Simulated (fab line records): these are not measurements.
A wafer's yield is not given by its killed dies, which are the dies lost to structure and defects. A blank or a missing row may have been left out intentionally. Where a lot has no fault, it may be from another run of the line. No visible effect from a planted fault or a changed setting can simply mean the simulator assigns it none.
Which tool is to blame? | flow n5Finfet | 11 lots with 29 wafers sampled at 2 steps, on a route of 1938 steps

WHAT THE GAUGES SHOWED, per wafer
N5_FIN_SAQP_THK_MEAS_07.
lot  | measured    | on           | thkNm (nm)
L204 | day 1 21:54 | filmMetro-02 | 60.2 60.4 61.7
L205 | day 2 02:50 | filmMetro-02 | 59.9 61.0 60.9
L207 | day 2 14:53 | filmMetro-01 | 60.4 61.5
L208 | day 2 21:28 | filmMetro-01 | 58.9 60.2 61.5
L209 | day 3 03:17 | filmMetro-02 | 60.2 59.9 60.6
L212 | day 3 21:47 | filmMetro-01 | 60.0 60.3 60.0
L213 | day 4 03:29 | filmMetro-02 | 59.5 60.2
L216 | day 4 21:41 | filmMetro-02 | 60.1 60.2 60.4
L219 | day 5 15:11 | filmMetro-01 | 59.7 60.5 60.7
L220 | day 5 21:28 | filmMetro-02 | 59.8 59.4
L223 | day 6 16:57 | filmMetro-01 | 60.4 60.8

TOOL THAT RAN EACH LOT (tool first, then ch and the chambers of the sampled wafers, then the start)
lot  | N5_FIN_SAQP_PECVD_48
L204 | pecvd-03 ch 0,1,2, day 1 21:46
L205 | pecvd-01 ch 0,1, day 2 02:43
L207 | pecvd-01 ch 1,2, day 2 14:46
L208 | pecvd-03 ch 1,2, day 2 21:20
L209 | pecvd-03 ch 0,1, day 3 03:10
L212 | pecvd-03 ch 0,1,2, day 3 21:40
L213 | pecvd-02 ch 1,2, day 4 03:22
L216 | pecvd-01 ch 0,2, day 4 21:30
L219 | pecvd-02 ch 0,1,2, day 5 15:03
L220 | pecvd-02 ch 0,1, day 5 21:22
L223 | pecvd-01 ch 1, day 6 16:41
- N5_FIN_SAQP_PECVD_48: deposits SiNx from SiH4/NH3/N2, target thk 25 nm, time 22.1 s.

THE ANSWER, worked out from the rows above alone
Rule: the lots themselves supply what counts as usual. The widest of any qualifying gaps counts: lots, ordered by their means at a reading, are off when they make up no more than a third of the lots, leave a main group of 4 or more, and stand apart from it by 3 or more times the standard deviation of that group's means. A main group is skipped when, at the precision printed for the reading in the tables above, its means are all equal. A lot without any number at a reading at which 4 lots or more have one is off too. Any other lot the step has rows for is counted as sound.
None of the lots is off at any reading shown; this tells nothing.

WHAT THE SIMULATOR PUT IN
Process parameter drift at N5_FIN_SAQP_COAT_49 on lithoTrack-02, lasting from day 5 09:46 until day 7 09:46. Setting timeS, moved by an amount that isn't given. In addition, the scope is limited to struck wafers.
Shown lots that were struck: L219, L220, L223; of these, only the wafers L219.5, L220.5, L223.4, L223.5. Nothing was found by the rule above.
